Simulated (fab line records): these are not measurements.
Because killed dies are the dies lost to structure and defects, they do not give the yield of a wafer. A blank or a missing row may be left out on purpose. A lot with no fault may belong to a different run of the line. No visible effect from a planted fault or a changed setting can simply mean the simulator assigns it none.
A lot that was struck, set against a sound lot | flow nand_harc | 14 out of 1159 route steps
Sound: wafers L743.3, L743.4, L743.6. Struck: wafers L751.2, L751.4. (L751.1 of the same lot was not struck and is left out.) The cause comes at the end.
Per side, at each step with rows, come the tool, then ch with its chambers, and then its first start. Under that, the readings that differ: sound wafers | struck wafers | difference of the means | sigmas: that difference in standard deviations of wafers without a fault.
alike: same words and numbers on both sides, and readings whose means sit less than 2 such deviations apart. not compared: any withheld reading, any reading some wafer has no value for, any bound like >300 that may hide the same value, and any number with overlapping values for which the record gives no deviation.
A row with sigmas, a row that says differs or no value, or rows on one side alone: a step with any of these is where the two part. Numbers that don't overlap but have no deviation are shown without sigmas and don't part them. A reading missing from all wafers of one side parts the sides only when that side holds two or more wafers.

first, 4 steps without rows for these wafers: NHARC_A_WL_FILL_STRIP_28 (strips in post etch residue remover, time 1200 s); NHARC_A_WL_FILL_PRECLEAN_06 (cleans in DIW, time 300 s); NHARC_A_WL_FILL_SRD_07; NHARC_A_WL_FILL_ANNEAL_08 (time 1800 s).
NHARC_A_WL_FILL_ALD_10: deposits SiO2, target thk 50 nm, pulse time 10 s, ald cycles 500.
  sound on ald_hk-01 ch 1,2, day 17 10:38; struck on ald_hk-02 ch 1,3, day 19 07:01
  alike: heater_power_w, precursor_pulse_height_rel
NHARC_A_WL_FILL_ETCHBACK_16: etches the open film in C4F8/O2/Ar, target depth 88 nm, time 17.6 s.
  sound on rie_diel-05 ch 0,2; struck on rie_diel-08 ch 1,3
  alike: oes_product_au, rf_vpp_V
  not compared: rf_hours_counter_h
NHARC_A_WL_FILL_STRIP_29: strips in O2, time 20 s.
  sound on rie_diel-05 ch 0,3, day 17 15:22; struck on rie_diel-08 ch 0,3, day 19 11:16
  alike: drypump_motor_current_A, o2_flow_sccm, oes_product_au, rf_vpp_V, showerhead_plenum_p_Torr, throttle_valve_pct
  not compared: rf_hours_counter_h
NHARC_A_WL_FILL_ETCHBACK_17: etches the open film in Cl2/BCl3, target depth 4 nm, time 26.7 s.
  sound on rie_metal-03 ch 0,1, day 17 15:29; struck on rie_metal-03 ch 0, day 19 11:20
  alike: drypump_motor_current_A, oes_product_au
  not compared: rf_hours_counter_h
then, 3 steps without rows for these wafers: NHARC_A_WL_FILL_PRECLEAN_18 (cleans in dHF, time 30 s); NHARC_A_WL_FILL_SRD_21; NHARC_A_WL_FILL_CVD_23 (deposits poly-Si, target thk 40 nm, time 800 s).
NHARC_A_WL_FILL_ETCHBACK_26: etches the open film in HBr, target depth 52 nm, time 13.3 s.
  sound on rie_si-04 ch 1,2,3, day 17 20:31; struck on rie_si-06 ch 2,3, day 19 16:31
  reading               | sound             | struck      | difference | sigmas
  oes_product_au (a.u.) | 0.990 0.991 0.998 | 0.912 0.911 | -0.082     | -9
  alike: drypump_motor_current_A, throttle_valve_pct
  not compared: rf_hours_counter_h
then, 1 step without rows for these wafers: NHARC_A_WL_FILL_PRECLEAN_30 (cleans in dHF, time 10 s).
-- record jumps: 4 days between struck wafers' starts before vs after; left off in module A_WL_FILL, resumes in module END, first step shown is number 1159 of the route --
NHARC_END_SORT_01:
  sound on prober-02 ch 0, day 21 09:29; struck on prober-01 ch 0, day 23 21:37
  alike: killed_at_array, killed_at_other, killed_at_periphery, killed_dies, killed_open, killed_short

== WHERE THEY PART ==
Within this record, at NHARC_A_WL_FILL_ETCHBACK_26 only. Later steps at which nothing parts them and some readings are alike: NHARC_END_SORT_01.

WHY: what had been put in by the simulator
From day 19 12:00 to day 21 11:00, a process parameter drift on rie_si-06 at NHARC_A_WL_FILL_ETCHBACK_26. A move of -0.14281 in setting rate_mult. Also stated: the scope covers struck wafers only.
